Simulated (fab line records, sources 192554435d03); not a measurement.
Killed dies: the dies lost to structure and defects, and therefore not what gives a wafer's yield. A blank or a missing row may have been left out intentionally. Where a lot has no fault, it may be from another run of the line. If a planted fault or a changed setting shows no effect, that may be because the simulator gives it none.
Comparing a struck lot with a sound one || flow n5Finfet || 16 out of 1938 route steps
Sound: these wafers, L994.4, L994.5, L994.6. Struck: wafer L107.1; the same lot's L107.6 was not struck, so it is left out; see the end for the cause.
Each step with rows lists, per side, the tool, then ch with its chambers, then its first start. Under that, the readings that differ: sound wafers || struck wafers || difference of the means || sigmas: that difference in standard deviations of wafers without a fault.
alike: readings with means less than 2 such deviations apart, plus words and numbers identical on both sides. not compared: withheld readings, readings lacking a value on some wafer, bounds such as >300 that could conceal the same value, and numbers that have no deviation in the record and whose values overlap.
The two part at a step that has a row with sigmas, a row that says differs or no value, or rows on one side only. Numbers that have no deviation but don't overlap get no sigmas and don't part them. A reading missing from all wafers of one side parts the sides only when that side holds two or more wafers.

N5_BEOL_M1_SPUTTER_92: material Cu, target thk 4.5 nm, time 8.29 s.
  sound: pvdSputter-02 at day 8 13:47; struck: pvdSputter-02 at day 11 12:28
  alike: susceptorTempC, throttleValvePct
then, 1 step without rows for these wafers: N5_BEOL_M1_ANNEAL_93 (time 240 s).
N5_BEOL_M1_SPUTTER_94: material Cu, target thk 4.5 nm, time 8.29 s.
  sound: pvdSputter-02 at day 8 14:01; struck: pvdSputter-02 at day 11 12:41
  alike: susceptorTempC, throttleValvePct
N5_BEOL_M1_ANNEAL_95: time 240 s.
  sound: pvdSputter-02 at day 8 14:05; struck: pvdSputter-02 at day 11 12:46
  alike: heaterPowerW, susceptorTempC, susceptor_temp_C_max
then, 3 steps without rows for these wafers: N5_BEOL_M1_SPUTTER_96 (material Cu, target thk 4.5 nm, time 8.29 s); N5_BEOL_M1_ECD_50 (material Cu, target thk 300 nm); N5_BEOL_M1_ANNEAL_51 (time 90 s).
N5_BEOL_M1_CMP_52: polishes, stops on SiOC, t overpolish 6.8 s, target thk 40 nm.
  sound on cmp-03 ch 2,3, day 8 14:46; struck on cmp-04 ch 0, day 11 13:31
{"reading": "motorCurrentA (A)", "sound": "6.2 5.9 5.4", "struck": 7.2, "difference": "+1.4", "sigmas": "+2"}
  alike: barrierFieldEndpointS, overpolishRunS, timeToEndpointS
N5_BEOL_M1_THK_MEAS_53: measures by xrf.
  sound: filmMetro-02 at day 8 15:01; struck: filmMetro-01 at day 11 13:41
  alike: M1_THK
then, 1 step without rows for these wafers: N5_BEOL_M1_PRE_CLEAN_60 (time 15 s).
N5_BEOL_M1_CO_CAP_55: material Co, precursor CCTBA/H2, target thk 2 nm, time 102.1 s.
  sound on cvdCo-01 ch 0,1,2, day 8 15:08; struck on cvdCo-02 ch 2, day 11 13:46
  alike: heaterPowerOuterW, heaterPowerW, susceptorTempC
then, 1 step without rows for these wafers: N5_BEOL_M1_PRE_CLEAN_56 (time 15 s).
N5_BEOL_M1_DEP_57: deposits SiCN from 3MS/NH3, target thk 8 nm, time 14 s.
  sound on pecvd-03 ch 0,1,2, day 8 15:13; struck on pecvd-04 ch 0, day 11 13:53
{"reading": "model.SiCN_of_BEOL_M1_DEP_57.thkNm (nm)", "sound": "8.2 8.2 8.4", "struck": 4.4, "difference": -3.9, "sigmas": ""}
  alike: showerheadPlenumPTorr, throttleValvePct
N5_BEOL_M1_RS_MEAS_58: measures by four-point-probe.
  sound: filmMetro-01 at day 8 15:17; struck: filmMetro-01 at day 11 13:58
  alike: M1_RS
N5_BEOL_M4_RC_MEAS_101:
  sound on prober-01 ch 0, day 9 17:30; struck on prober-02 ch 0, day 13 00:50
{"reading": "DIBL_P (mV/V)", "sound": "40.8 40.9 39.6", "struck": 35.5, "difference": -4.9, "sigmas": -2}
  alike: DIBL_N, IOFF_N, IOFF_P, ION_N, ION_P, SS_N, SS_P, VT_N, VT_P
-- here the record skips 4 days between the struck wafers' starts before and after, leaving off in module BEOL_M4 and picking up in module PASSIVATION (first step shown: number 1936 of the route) --
N5_PASSIVATION_PROBE_49:
  only the struck wafers here have rows in the record (prober-01, day 17 07:38); the sound ones have none

== WHERE THEY PART ==
Last at N5_PASSIVATION_PROBE_49 as far as this record goes, first at N5_BEOL_M1_CMP_52.

WHY: the cause the simulator had injected
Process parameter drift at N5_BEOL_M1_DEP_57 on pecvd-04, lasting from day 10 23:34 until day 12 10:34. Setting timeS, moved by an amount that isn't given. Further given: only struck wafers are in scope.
